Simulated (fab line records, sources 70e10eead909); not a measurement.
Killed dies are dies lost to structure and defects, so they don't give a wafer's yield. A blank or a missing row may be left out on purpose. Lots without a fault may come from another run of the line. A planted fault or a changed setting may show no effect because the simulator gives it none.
Which tool did it? | flow nand_harc | 14 lots, 42 wafers sampled, at 5 steps of a route of 1302

WHAT THE GAUGES READ, wafer by wafer
NHARC_A_ONON_D2_THK_MEAS_14: measures by ellipsometry. Usual: thk_nm 999 nm, standard deviation 8.6.
lot  | measured     | on            | thk_nm (nm)    | flag
L124 | day 12 11:18 | film_metro-01 | 983 983 984    |
L125 | day 12 22:17 | film_metro-02 | 1000 1001 998  |
L126 | day 13 04:01 | film_metro-01 | 1003 1002 1002 |
L129 | day 13 23:29 | film_metro-02 | 1000 1001 1001 |
L130 | day 14 15:44 | film_metro-01 | 1004 1002 1003 |
L133 | day 16 18:17 | film_metro-01 | 1013 1531 1531 | OFF
L135 | day 17 04:34 | film_metro-01 | 998 1512 997   | OFF
L141 | day 19 11:47 | film_metro-01 | 1018 1017 1016 |
L142 | day 19 21:40 | film_metro-02 | 991 989 990    |
L143 | day 20 10:34 | film_metro-01 | 999 998 998    |
L144 | day 20 23:50 | film_metro-01 | 1010 1011 1009 |
L145 | day 21 12:32 | film_metro-02 | 1015 1014 1014 |
L146 | day 21 12:19 | film_metro-02 | 1000 996 1000  |
L147 | day 22 07:20 | film_metro-01 | 998 997 999    |

NHARC_END_SORT_01. Usual: killed_at_array 63, standard deviation 17; killed_at_other 0.8, standard deviation 1.1; killed_at_periphery 3.5, standard deviation 3; killed_dies 67, standard deviation 17; killed_open 3.1, standard deviation 1.6; killed_short 2.6, standard deviation 1.4.
lot  | measured     | on        | killed_at_array | killed_at_other | killed_at_periphery | killed_dies | killed_open | killed_short | flag
L133 | day 28 15:37 | prober-01 | 61 673 674      | 0 2 1           | 1 2 2               | 62 677 677  | 2 3 2       | 2 1 5        | OFF
L135 | day 28 20:01 | prober-02 | 68 676 67       | 0 0 0           | 4 1 3               | 72 677 70   | 5 3 6       | 2 1 3        | OFF

WHICH TOOL RAN EACH LOT (tool, then ch and the chambers of the sampled wafers, then the start)
lot  | NHARC_A_CHANNEL_FILL_D1_CMP_10 | NHARC_A_ONON_D2_DEP_12           | NHARC_A_ONON_D2_DEP_33
L124 | cmp-03 ch 0,1,2, day 10 19:16  | pecvd_onon-02 ch 0, day 12 10:47 | pecvd-04 ch 1,2, day 12 23:16
L125 | cmp-03 ch 1,2,3, day 11 03:03  | pecvd_onon-04 ch 0, day 12 21:47 | pecvd-01 ch 0,1,2, day 13 08:23
L126 | cmp-01 ch 1,2,3, day 11 15:38  | pecvd_onon-04 ch 0, day 13 03:34 | pecvd-02 ch 0,1, day 13 14:28
L129 | cmp-04 ch 1,2, day 12 11:49    | pecvd_onon-01 ch 0, day 13 23:05 | pecvd-02 ch 0,1, day 14 09:15
L130 | cmp-04 ch 0,1,2, day 13 04:18  | pecvd_onon-04 ch 0, day 14 15:13 | pecvd-02 ch 0,1,2, day 15 02:03
L133 | cmp-01 ch 0,1,2, day 15 03:08  | pecvd_onon-01 ch 0, day 16 17:46 | pecvd-04 ch 1,2, day 17 06:37
L135 | cmp-01 ch 0,2,3, day 15 11:41  | pecvd_onon-01 ch 0, day 17 04:03 | pecvd-02 ch 0,1,2, day 17 14:17
L141 | cmp-04 ch 2,3, day 17 17:16    | pecvd_onon-01 ch 0, day 19 11:20 | pecvd-01 ch 0,1, day 19 23:00
L142 | cmp-01 ch 0,1,3, day 18 07:14  | pecvd_onon-02 ch 0, day 19 21:10 | pecvd-01 ch 0,1,2, day 20 07:49
L143 | cmp-04 ch 0,2,3, day 18 19:54  | pecvd_onon-02 ch 0, day 20 10:10 | pecvd-02 ch 0,1,2, day 20 20:46
L144 | cmp-03 ch 0,3, day 19 11:18    | pecvd_onon-01 ch 0, day 20 23:23 | pecvd-02 ch 0,1, day 21 09:30
L145 | cmp-04 ch 0,1, day 19 21:49    | pecvd_onon-02 ch 0, day 21 12:04 | pecvd-02 ch 0,1,2, day 21 22:41
L146 | cmp-01 ch 0,1,3, day 20 00:36  | pecvd_onon-04 ch 0, day 21 11:49 | pecvd-02 ch 0,1,2, day 21 22:58
L147 | cmp-03 ch 1,2,3, day 20 10:48  | pecvd_onon-04 ch 0, day 22 06:52 | pecvd-04 ch 0,1,2, day 22 17:04
- NHARC_A_CHANNEL_FILL_D1_CMP_10: polishes, target thk 150 nm.
- NHARC_A_ONON_D2_DEP_12: target thk 1000 nm.
- NHARC_A_ONON_D2_DEP_33: deposits SiO2, target thk 200 nm.

WHAT THE TOOLS THEMSELVES READ (means of the sampled wafers that have a number; where no wafer has one, the mark that the record gives instead)
NHARC_A_CHANNEL_FILL_D1_CMP_10. Usual: motor_current_A 12.0 A, standard deviation 0.77; time_to_endpoint_s 15.5 s, standard deviation 2.7.
lot  | tool   | motor_current_A (A) | time_to_endpoint_s (s) | flag
L124 | cmp-03 | 11.7                | 13.7                   |
L125 | cmp-03 | 12.2                | 10.8                   |
L126 | cmp-01 | 12.1                | 14.9                   |
L129 | cmp-04 | 12.0                | 20.2                   |
L130 | cmp-04 | 12.5                | 17.3                   |
L133 | cmp-01 | 11.6                | 14.8                   |
L135 | cmp-01 | 11.9                | 16.8                   |
L141 | cmp-04 | 11.6                | 16.8                   |
L142 | cmp-01 | 12.4                | 16.3                   |
L143 | cmp-04 | 11.8                | 14.8                   |
L144 | cmp-03 | 11.7                | 20.0                   |
L145 | cmp-04 | 13.3                | 14.0                   |
L146 | cmp-01 | 12.0                | 11.8                   |
L147 | cmp-03 | 12.0                | 15.9                   |

NHARC_A_ONON_D2_DEP_12. Usual: nh3_flow_sccm 500.4 sccm, standard deviation 1.5.
lot  | tool          | nh3_flow_sccm (sccm) | flag
L124 | pecvd_onon-02 | 499.0                |
L125 | pecvd_onon-04 | 502.0                |
L126 | pecvd_onon-04 | 501.6                |
L129 | pecvd_onon-01 | 500.1                |
L130 | pecvd_onon-04 | 502.1                |
L133 | pecvd_onon-01 | 500.7                |
L135 | pecvd_onon-01 | 502.1                |
L141 | pecvd_onon-01 | 498.7                |
L142 | pecvd_onon-02 | 499.3                |
L143 | pecvd_onon-02 | 498.8                |
L144 | pecvd_onon-01 | 501.5                |
L145 | pecvd_onon-02 | 499.6                |
L146 | pecvd_onon-04 | 499.9                |
L147 | pecvd_onon-04 | 500.4                |

NHARC_A_ONON_D2_DEP_33. Usual: flow_sccm 2651 sccm, standard deviation 8.9; heater_power_w 551 W, standard deviation 75; throttle_valve_pct 15.9 %, standard deviation 0.32.
lot  | tool     | flow_sccm (sccm) | heater_power_w (W) | throttle_valve_pct (%) | flag
L124 | pecvd-04 | 2650             | 621                | 15.7                   |
L125 | pecvd-01 | 2649             | 531                | 16.1                   |
L126 | pecvd-02 | 2654             | 522                | 15.8                   |
L129 | pecvd-02 | 2649             | 548                | 15.8                   |
L130 | pecvd-02 | 2646             | 584                | 16.0                   |
L133 | pecvd-04 | 2646             | 545                | 15.6                   |
L135 | pecvd-02 | 2654             | 554                | 15.8                   |
L141 | pecvd-01 | 2648             | 531                | 15.9                   |
L142 | pecvd-01 | 2642             | 515                | 16.1                   |
L143 | pecvd-02 | 2648             | 518                | 15.8                   |
L144 | pecvd-02 | 2654             | 471                | 15.8                   |
L145 | pecvd-02 | 2646             | 541                | 15.8                   |
L146 | pecvd-02 | 2646             | 518                | 15.7                   |
L147 | pecvd-04 | 2646             | 520                | 16.0                   |

THE ANSWER, worked out from the rows above alone
Rule: a lot is off if the mean of its wafers that have a number lies more than 3 standard deviations from the usual mean. A lot without any number at a reading at which 4 lots or more have one is off too. The other lots that the step has rows for count as sound. The gauges are gone through in route order, then the tools' own readings, and for those a lot's mean is taken as printed above. The first step at which some lot is off is used, and at that step the reading that is off furthest; a lot without a number counts as furthest.
Off: L133, L135, at NHARC_A_ONON_D2_THK_MEAS_14 (thk_nm).
A tool fits if, at a process step before that reading, it ran every lot that is off, and no sound lot after the first of them. The gauges at NHARC_A_ONON_D2_THK_MEAS_14 aren't tried: what is off there is off at NHARC_END_SORT_01 too, on other tools, and a gauge's error can't cause that. None of those tried fits.

WHAT THE SIMULATOR HAD PUT IN
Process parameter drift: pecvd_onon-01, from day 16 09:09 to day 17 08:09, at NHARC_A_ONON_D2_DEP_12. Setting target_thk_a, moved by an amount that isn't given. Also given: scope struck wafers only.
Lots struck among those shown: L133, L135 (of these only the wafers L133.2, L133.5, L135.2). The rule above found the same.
